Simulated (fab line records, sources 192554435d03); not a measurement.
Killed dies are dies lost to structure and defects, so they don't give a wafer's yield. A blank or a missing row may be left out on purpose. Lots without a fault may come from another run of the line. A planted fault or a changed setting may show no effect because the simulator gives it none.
Which tool did it? | flow n5_finfet | 24 lots, 72 wafers sampled, at 3 steps of a route of 1938

WHAT THE GAUGES READ, wafer by wafer
N5_BEOL_M7_INSPECT_13: inspects for defects (brightfield).
lot  | measured     | on                | raw_defect_count
L074 | day 8 10:20  | defect_inspect-02 | 383 304 401
L075 | day 9 03:29  | defect_inspect-01 | 433 519 500
L076 | day 9 11:40  | defect_inspect-02 | 569 388 411
L077 | day 9 12:00  | defect_inspect-01 | 450 598 435
L078 | day 10 05:48 | defect_inspect-02 | 475 509 355
L080 | day 10 06:02 | defect_inspect-02 | 353 258 497
L079 | day 10 06:16 | defect_inspect-01 | 299 456 598
L081 | day 10 09:11 | defect_inspect-02 | 357 717 554
L082 | day 11 06:29 | defect_inspect-02 | 433 346 313
L083 | day 11 09:16 | defect_inspect-02 | 532 686 421
L084 | day 11 12:38 | defect_inspect-01 | 457 514 423
L085 | day 11 14:40 | defect_inspect-01 | 396 441 504
L086 | day 11 17:36 | defect_inspect-01 | 307 383 362
L087 | day 11 17:38 | defect_inspect-02 | 324 483 489
L088 | day 12 12:57 | defect_inspect-02 | 507 485 629
L089 | day 12 15:57 | defect_inspect-01 | 275 426 569
L090 | day 12 22:55 | defect_inspect-02 | 328 414 398
L091 | day 13 11:01 | defect_inspect-02 | 387 381 286
L092 | day 13 21:34 | defect_inspect-01 | 576 550 379
L095 | day 14 07:07 | defect_inspect-01 | 516 572 577
L093 | day 14 11:05 | defect_inspect-01 | 471 611 523
L097 | day 14 11:32 | defect_inspect-01 | 457 377 512
L094 | day 14 15:50 | defect_inspect-02 | 469 553 489
L096 | day 15 00:28 | defect_inspect-01 | 462 390 506

WHICH TOOL RAN EACH LOT (tool, then ch and the chambers of the sampled wafers, then the start)
lot  | N5_BEOL_M6_STRIP_80                           | N5_BEOL_M6_ANNEAL_51
L074 | rie_diel-03 ch 1,2,3, day 8 07:49 or earlier  | rtp_anneal-01 ch 0, day 8 07:49
L075 | rie_diel-05 ch 0,1,2, day 8 22:58 or earlier  | rtp_anneal-01 ch 0, day 8 22:58
L076 | rie_diel-03 ch 0,1,2, day 9 08:36 or earlier  | rtp_anneal-01 ch 0, day 9 08:36
L077 | rie_diel-04 ch 0,2, day 9 09:29 or earlier    | rtp_anneal-01 ch 0, day 9 09:29
L078 | rie_diel-03 ch 0,1, day 10 02:49 or earlier   | rtp_anneal-02 ch 0, day 10 02:49
L080 | rie_diel-05 ch 0,1,2, day 10 03:37 or earlier | rtp_anneal-02 ch 0, day 10 03:37
L079 | rie_diel-04 ch 1,3, day 10 03:44 or earlier   | rtp_anneal-01 ch 0, day 10 03:44
L081 | rie_diel-04 ch 0,1,3, day 10 06:27 or earlier | rtp_anneal-01 ch 0, day 10 06:27
L082 | rie_diel-04 ch 1,2,3, day 11 03:33 or earlier | rtp_anneal-02 ch 0, day 11 03:33
L083 | rie_diel-04 ch 1,3, day 11 05:51 or earlier   | rtp_anneal-01 ch 0, day 11 05:51
L084 | rie_diel-04 ch 1,2,3, day 11 09:58 or earlier | rtp_anneal-02 ch 0, day 11 09:58
L085 | rie_diel-03 ch 0,1,2, day 11 12:19 or earlier | rtp_anneal-01 ch 0, day 11 12:19
L086 | rie_diel-05 ch 0,1, day 11 14:22 or earlier   | rtp_anneal-01 ch 0, day 11 14:22
L087 | rie_diel-03 ch 0,1,2, day 11 14:40 or earlier | rtp_anneal-02 ch 0, day 11 14:40
L088 | rie_diel-03 ch 0,1,3, day 12 10:32 or earlier | rtp_anneal-02 ch 0, day 12 10:32
L089 | rie_diel-05 ch 0,1,2, day 12 13:49 or earlier | rtp_anneal-02 ch 0, day 12 13:49
L090 | rie_diel-03 ch 2,3, day 12 18:48 or earlier   | rtp_anneal-01 ch 0, day 12 18:48
L091 | rie_diel-04 ch 0,2, day 13 07:08 or earlier   | rtp_anneal-02 ch 0, day 13 07:08
L092 | rie_diel-04 ch 0,2,3, day 13 19:01 or earlier | rtp_anneal-02 ch 0, day 13 19:01
L095 | rie_diel-03 ch 0,1,2, day 14 04:23 or earlier | rtp_anneal-01 ch 0, day 14 04:23
L093 | rie_diel-05 ch 1,2,3, day 14 05:13 or earlier | rtp_anneal-02 ch 0, day 14 05:13
L097 | rie_diel-04 ch 0,2, day 14 06:01 or earlier   | rtp_anneal-01 ch 0, day 14 06:01
L094 | rie_diel-04 ch 0,2,3, day 14 12:44 or earlier | rtp_anneal-02 ch 0, day 14 12:44
L096 | rie_diel-04 ch 2,3, day 14 20:05 or earlier   | rtp_anneal-01 ch 0, day 14 20:05
- N5_BEOL_M6_STRIP_80: strips in N2/H2, time 10 s.
- N5_BEOL_M6_ANNEAL_51: time 90 s.

WHAT THE TOOLS THEMSELVES READ (means of the sampled wafers that have a number; where no wafer has one, the mark that the record gives instead)
N5_BEOL_M6_STRIP_80.
lot  | tool        | drypump_motor_current_A (A) | n2_flow_sccm (sccm) | oes_product_au (a.u.) | rf_vpp_V (V) | showerhead_plenum_p_Torr (Torr) | throttle_valve_pct (%)
L074 | rie_diel-03 | 5.6                         | 199.6               | 0.79                  | 59.9         | 2.55                            | 23.5
L075 | rie_diel-05 | 5.6                         | 200.1               | 0.80                  | 59.8         | 2.63                            | 23.5
L076 | rie_diel-03 | 5.6                         | 199.3               | 0.76                  | 59.2         | 2.57                            | 23.5
L077 | rie_diel-04 | 6.2                         | 200.3               | 0.71                  | 59.0         | 2.59                            | 23.9
L078 | rie_diel-03 | 5.5                         | 200.5               | 0.71                  | 59.4         | 2.48                            | 23.5
L080 | rie_diel-05 | 5.6                         | 200.2               | 0.78                  | 59.5         | 2.63                            | 23.5
L079 | rie_diel-04 | 6.4                         | 200.1               | 0.91                  | 59.8         | 2.57                            | 23.6
L081 | rie_diel-04 | 6.3                         | 199.7               | 0.81                  | 60.2         | 2.58                            | 23.7
L082 | rie_diel-04 | 6.3                         | 199.8               | 0.80                  | 58.8         | 2.55                            | 23.9
L083 | rie_diel-04 | 6.4                         | 200.5               | 0.88                  | 59.0         | 2.57                            | 23.6
L084 | rie_diel-04 | 6.3                         | 199.9               | 0.80                  | 59.7         | 2.55                            | 23.9
L085 | rie_diel-03 | 5.6                         | 199.6               | 0.86                  | 59.8         | 2.56                            | 23.4
L086 | rie_diel-05 | 5.6                         | 200.3               | 0.78                  | 60.2         | 2.66                            | 23.4
L087 | rie_diel-03 | 5.6                         | 199.7               | 0.85                  | 58.9         | 2.56                            | 23.4
L088 | rie_diel-03 | 5.5                         | 199.6               | 0.80                  | 59.2         | 2.51                            | 23.6
L089 | rie_diel-05 | 5.5                         | 200.5               | 0.77                  | 59.5         | 2.62                            | 23.5
L090 | rie_diel-03 | 5.7                         | 200.0               | 0.80                  | 59.5         | 2.62                            | 23.4
L091 | rie_diel-04 | 6.2                         | 199.9               | 0.80                  | 58.8         | 2.55                            | 24.1
L092 | rie_diel-04 | 6.2                         | 200.3               | 0.80                  | 59.4         | 2.54                            | 23.9
L095 | rie_diel-03 | 5.7                         | 199.6               | 0.82                  | 58.4         | 2.55                            | 23.4
L093 | rie_diel-05 | 5.6                         | 200.5               | 0.75                  | 58.3         | 2.54                            | 23.6
L097 | rie_diel-04 | 6.2                         | 200.2               | 0.79                  | 58.9         | 2.55                            | 24.1
L094 | rie_diel-04 | 6.2                         | 199.9               | 0.79                  | 58.6         | 2.54                            | 23.9
L096 | rie_diel-04 | 6.1                         | 199.9               | 0.71                  | 59.4         | 2.52                            | 24.2

N5_BEOL_M6_ANNEAL_51.
lot  | tool          | anneal_temp_c (C) | wafer_temp_C_max
L074 | rtp_anneal-01 | 224.88            | 225.6
L075 | rtp_anneal-01 | 225.03            | 225.6
L076 | rtp_anneal-01 | 224.96            | 225.6
L077 | rtp_anneal-01 | 224.84            | 225.8
L078 | rtp_anneal-02 | 225.11            | 226.4
L080 | rtp_anneal-02 | 224.97            | 226.4
L079 | rtp_anneal-01 | 225.12            | 225.8
L081 | rtp_anneal-01 | 225.05            | 225.6
L082 | rtp_anneal-02 | 224.74            | 226.3
L083 | rtp_anneal-01 | 225.10            | 225.8
L084 | rtp_anneal-02 | 224.96            | 226.1
L085 | rtp_anneal-01 | 224.96            | 225.9
L086 | rtp_anneal-01 | 224.98            | 225.5
L087 | rtp_anneal-02 | 224.79            | 226.2
L088 | rtp_anneal-02 | 225.02            | 226.1
L089 | rtp_anneal-02 | 225.26            | 226.3
L090 | rtp_anneal-01 | 224.90            | 225.8
L091 | rtp_anneal-02 | 225.17            | 226.4
L092 | rtp_anneal-02 | 225.02            | 226.2
L095 | rtp_anneal-01 | 225.20            | 225.8
L093 | rtp_anneal-02 | 225.03            | 226.8
L097 | rtp_anneal-01 | 225.08            | 225.8
L094 | rtp_anneal-02 | 224.89            | 226.4
L096 | rtp_anneal-01 | 225.20            | 225.8

THE ANSWER, worked out from the rows above alone
Rule: what is usual is taken from the lots themselves. Put in order of their means at a reading, lots are off if they are a third of the lots or fewer, leave a main group of 4 or more, and stand apart from it by a gap of 3 or more times the standard deviation of the main group's means; of several such gaps the widest counts. A main group whose means are all the same, to the digits that the tables above print for the reading, isn't used. A lot without any number at a reading at which 4 lots or more have one is off too. The other lots that the step has rows for count as sound. The gauges are gone through in route order, then the tools' own readings, and for those a lot's mean is taken as printed above. The first step at which some lot is off is used, and at that step the reading that is off furthest; a lot without a number counts as furthest.
No lot is off at any reading shown: from this, nothing can be told.

WHAT THE SIMULATOR HAD PUT IN
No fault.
